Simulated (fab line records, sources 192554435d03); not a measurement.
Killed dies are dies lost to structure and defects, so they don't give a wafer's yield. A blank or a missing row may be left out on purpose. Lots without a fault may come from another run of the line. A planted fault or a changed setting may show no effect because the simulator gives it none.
Split-lot experiment | flow n5_finfet | 7 lots, 21 wafers read, on a route of 1938 steps

THE SPLIT
At N5_BEOL_M6_TRENCH_ETCH_37 (etches SiCOH lowk in C4F6/O2, target depth 94.435 nm, time 31.5 s), the setting source_w was moved away from the recipe's 345 W on 10 of the 21 wafers read, by -14.2% to +15.6%. The other wafers ran this setting at the recipe's value.

FROM THE SPLIT TO THE READING: what the file shows between them, 8 steps
- N5_BEOL_M6_ETCH_41: etches SiCN in CH3F/O2, target depth 29.7 nm, time 52 s
- N5_BEOL_M6_STRIP_80: strips in N2/H2, time 10 s
- N5_BEOL_M6_ECD_50: material Cu, target thk 300 nm
- N5_BEOL_M6_ANNEAL_51: time 90 s
- N5_BEOL_M6_CMP_52: polishes, stops on SiCOH lowk, t overpolish 6.9 s, target thk 80 nm
- N5_BEOL_M6_THK_MEAS_53: measures by xrf
- N5_BEOL_M6_PRE_CLEAN_55: time 15 s
- N5_BEOL_M6_DEP_56: deposits SiCN from 3MS/NH3, target thk 10 nm, time 17.5 s

THE READING
M6_RS, in ohm/sq, at N5_BEOL_M6_RS_MEAS_57 (measures by four-point-probe). Fault-free wafers of this fab line usually give 0.285 ohm/sq, standard deviation 0.0062 ohm/sq.

wafer  | tool, chamber at the split | source_w as run, W | against the recipe | M6_RS, ohm/sq | against lot-mates on the recipe
L076.1 | rie_diel-06, 2             | 345                | recipe             | 0.289         | -
L076.4 | rie_diel-06, 1             | 345                | recipe             | 0.302         | -
L076.5 | rie_diel-06, 0             | 379.7              | +10.1%             | 0.280         | -0.015
L080.1 | rie_diel-04, 2             | 295.9              | -14.2%             | 0.307         | +0.012
L080.2 | rie_diel-04, 0             | 345                | recipe             | 0.295         | -
L080.4 | rie_diel-04, 1             | 295.9              | -14.2%             | 0.313         | +0.018
L081.3 | rie_diel-05, 2             | 306.9              | -11.0%             | 0.308         | +0.026
L081.4 | rie_diel-05, 0             | 345                | recipe             | 0.282         | -
L081.5 | rie_diel-05, 3             | 306.9              | -11.0%             | 0.317         | +0.035
L090.4 | rie_diel-04, 3             | 345                | recipe             | 0.283         | -
L090.5 | rie_diel-04, 2             | 345                | recipe             | 0.283         | -
L090.6 | rie_diel-04, 3             | 345                | recipe             | 0.284         | -
L091.2 | rie_diel-05, 3             | 382.2              | +10.8%             | 0.272         | -0.016
L091.3 | rie_diel-05, 1             | 345                | recipe             | 0.287         | -
L091.6 | rie_diel-05, 3             | 345                | recipe             | 0.290         | -
L092.2 | rie_diel-04, 0             | 314                | -9.0%              | 0.290         | +0.005
L092.4 | rie_diel-04, 2             | 314                | -9.0%              | 0.300         | +0.015
L092.5 | rie_diel-04, 1             | 345                | recipe             | 0.285         | -
L097.2 | rie_diel-05, 3             | 398.7              | +15.6%             | 0.274         | -0.013
L097.3 | rie_diel-05, 2             | 398.7              | +15.6%             | 0.267         | -0.020
L097.4 | rie_diel-05, 0             | 345                | recipe             | 0.287         | -

THE FIT
A straight line over all 21 wafers: M6_RS changes by -0.00137 ohm/sq for each +1% of source_w; r = -0.89; the points scatter about the line by 0.0064 ohm/sq.
The same after taking each lot's own level away (the mean of its wafers on the recipe; 21 wafers): -0.00139 ohm/sq for each +1%; r = -0.89; scatter 0.0064 ohm/sq.
On that fit, the largest move of source_w shifts the reading by 0.022 ohm/sq.
The lots' own levels span 0.2820 to 0.2955 ohm/sq, that is 2.2 times the standard deviation above.
So the lot-to-lot level changes the slope little: the two slopes agree.
Check: with one of the wafers moved furthest among these (+15.6%) left out of the fit, the line predicts -0.0228 ohm/sq for it against its lot-mates. It came out at -0.013 ohm/sq against them.
Tool readings at the split's step, against how far the setting was moved: rf_vpp_V r = -0.97.

THE WHOLE CHAIN: every reading that the file lists as answering this split, in the file's order
step                      | what it does                                                        | reading                                                                      | change (the file's fit)               | r (the file's)
N5_BEOL_M6_TRENCH_ETCH_37 | etches SiCOH lowk in C4F6/O2, target depth 94.435 nm, time 31.5 s   | rf_vpp_V                                                                     | -3.15 V for each +1% of the setting   | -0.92
N5_BEOL_M6_TRENCH_ETCH_37 | etches SiCOH lowk in C4F6/O2, target depth 94.435 nm, time 31.5 s   | BEOL_M6.feature_depth_nm (the simulator's own value, which no gauge read)    | +0.331 nm for each +1% of the setting | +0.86
N5_BEOL_M6_TRENCH_ETCH_37 | etches SiCOH lowk in C4F6/O2, target depth 94.435 nm, time 31.5 s   | etch.depth_nm (the simulator's own value, which no gauge read)               | +0.328 nm for each +1% of the setting | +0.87
N5_BEOL_M6_CMP_52         | polishes, stops on SiCOH lowk, t overpolish 6.9 s, target thk 80 nm | Cu_of_BEOL_M6_ECD_50.thk_nm (the simulator's own value, which no gauge read) | +0.322 nm for each +1% of the setting | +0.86
N5_BEOL_M6_THK_MEAS_53    | measures by xrf                                                     | M6_THK                                                                       | +0.32 for each +1% of the setting     | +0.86
N5_BEOL_M6_RS_MEAS_57     | measures by four-point-probe                                        | M6_RS                                                                        | -0.00141 for each +1% of the setting  | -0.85

THE FILE'S OWN FIT
M6_RS changes by -0.00141 ohm/sq for each +1% of source_w, r = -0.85.
